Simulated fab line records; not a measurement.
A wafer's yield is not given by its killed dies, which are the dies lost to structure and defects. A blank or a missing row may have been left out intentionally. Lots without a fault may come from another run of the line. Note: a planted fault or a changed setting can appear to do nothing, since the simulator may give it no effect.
Chamber matching	flow nand-harc	NHARC_A_SLIT_DESCUM_14 on rie-diel-01: 4 sister chambers
The step chemistry O2, time 3 s. 24 wafers are shown with their chamber, then 12 later ones without.

WAFERS, EACH WITH ITS CHAMBER
wafer	chamber	drypump-motor-current-A (A)	rf-vpp-V (V)	oes-product-au (a.u.)
L076.1	2	5.9	56.3	0.994
L076.2	0	6.1	57.4	1.015
L076.5	2	6.0	57.2	1.003
L077.1	3	5.6	58.3	0.991
L077.5	1	6.1	57.8	1.025
L077.6	0	6.0	56.9	1.004
L079.1	2	5.9	57.7	1.005
L079.3	3	5.6	58.0	0.995
L079.5	0	6.1	56.9	1.013
L083.1	3	5.6	58.0	1.002
L083.4	2	5.9	59.0	0.998
L083.5	3	5.6	58.1	0.993
L084.1	0	6.1	57.2	1.000
L084.3	2	5.9	56.6	1.000
L084.6	1	6.1	58.6	1.000
L087.2	0	6.0	58.1	0.988
L087.4	0	6.1	57.5	0.980
L087.5	3	5.6	57.3	0.989
L086.2	3	5.6	57.2	1.000
L086.3	0	6.1	57.1	1.002
L086.4	3	5.6	58.7	1.005
L086.1	1	6.1	58.2	1.005
L086.5	0	6.1	56.1	0.995
L086.6	1	6.1	59.6	1.009

SIGNATURES (means of the wafers above)
reading	chamber 0	chamber 1	chamber 2	chamber 3	scatter within a chamber
drypump-motor-current-A	6.075	6.100	5.920	5.600	0.0339
rf-vpp-V	57.150	58.550	57.360	57.943	0.719
oes-product-au	0.99962	1.00975	1.00000	0.99643	0.00901
Rule: a wafer's distance from a chamber is the root of the sum, over the readings, of the square of ((its reading less the chamber's mean) divided by the reading's scatter). If the next closest chamber is less than 2 further off than the closest, the wafer can't be placed; otherwise it belongs to the closest. The scatter: take each reading less its chamber's mean, square it, sum over the shown wafers, divide by the number of wafers less the number of chambers, and take the root.

WAFERS WITH NO CHAMBER GIVEN
wafer	drypump-motor-current-A (A)	rf-vpp-V (V)	oes-product-au (a.u.)
L092.2	6.1	58.3	1.002
L092.5	5.6	58.6	1.002
L092.6	6.1	57.3	0.992
L091.4	6.1	57.1	0.995
L091.5	5.6	58.1	0.991
L091.6	6.1	56.6	0.984
L096.4	5.6	58.0	0.990
L096.5	5.6	59.1	0.999
L096.6	5.9	57.6	0.999
L097.2	6.1	57.7	1.021
L097.5	6.1	58.7	1.017
L097.6	5.9	56.8	1.004

WHICH CHAMBER EACH WENT THROUGH
wafer	from the rows above	in truth
L092.2	can't be placed: 1 or 0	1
L092.5	3	3
L092.6	can't be placed: 0 or 1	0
L091.4	can't be placed: 0 or 1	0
L091.5	3	3
L091.6	can't be placed: 0 or 1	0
L096.4	3	3
L096.5	3	3
L096.6	2	2
L097.2	can't be placed: 1 or 0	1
L097.5	1	1
L097.6	2	2
Placed correctly: 7 of 12. These rows do not allow placing 5 (true chamber among the candidates in 5). Placed wrongly: 0.
